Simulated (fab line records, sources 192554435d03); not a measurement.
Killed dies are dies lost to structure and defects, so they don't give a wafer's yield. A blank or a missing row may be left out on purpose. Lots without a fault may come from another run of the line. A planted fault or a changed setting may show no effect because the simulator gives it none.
Chamber matching | flow n5_finfet | N5_BEOL_M7_STRIP_67 on rie_diel-02: 4 sister chambers
The step strips in CF4. 8 wafers are shown with their chamber, then 10 later ones without.

WAFERS WITH THEIR CHAMBER
wafer  | chamber | throttle_valve_pct (%) | drypump_motor_current_A (A)
L076.2 | 2       | 13.80                  | 5.8
L076.6 | 2       | 13.80                  | 5.8
L077.5 | 3       | 14.07                  | 4.9
L080.2 | 3       | 14.09                  | 4.9
L080.3 | 1       | 13.12                  | 6.4
L080.6 | 0       | 13.20                  | 5.7
L089.1 | 0       | 13.23                  | 5.7
L089.2 | 1       | 13.14                  | 6.3

WAFERS WITHOUT THEIR CHAMBER
wafer  | throttle_valve_pct (%) | drypump_motor_current_A (A)
L089.3 | 14.09                  | 4.9
L089.4 | 13.85                  | 5.9
L089.5 | 13.12                  | 6.3
L089.6 | 13.23                  | 5.7
L091.3 | 14.10                  | 4.9
L091.5 | 13.13                  | 6.3
L091.6 | 13.87                  | 5.8
L092.2 | 13.88                  | 5.8
L092.3 | 14.12                  | 4.9
L092.6 | 13.16                  | 6.4

WHICH CHAMBER EACH WENT THROUGH
wafer  | from the rows above | in truth
L089.3 | 3                   | 3
L089.4 | 2                   | 2
L089.5 | 1                   | 1
L089.6 | 0                   | 0
L091.3 | 3                   | 3
L091.5 | 1                   | 1
L091.6 | 2                   | 2
L092.2 | 2                   | 2
L092.3 | 3                   | 3
L092.6 | 1                   | 1
Placed correctly: 10 of 10. Can't be placed from these rows: 0. Placed wrongly: 0.
How it was worked out, from the rows above alone: a wafer's distance from a chamber is the root of the sum, over the readings, of the square of ((its reading less the chamber's mean) divided by the reading's scatter). The wafer belongs to the nearest chamber; if the next one is less than 2 further off, it can't be placed. A chamber's mean is the mean of its shown wafers. The scatter: the root of (the sum of the squares of (reading less its chamber's mean) over the shown wafers, divided by (wafers less chambers)).
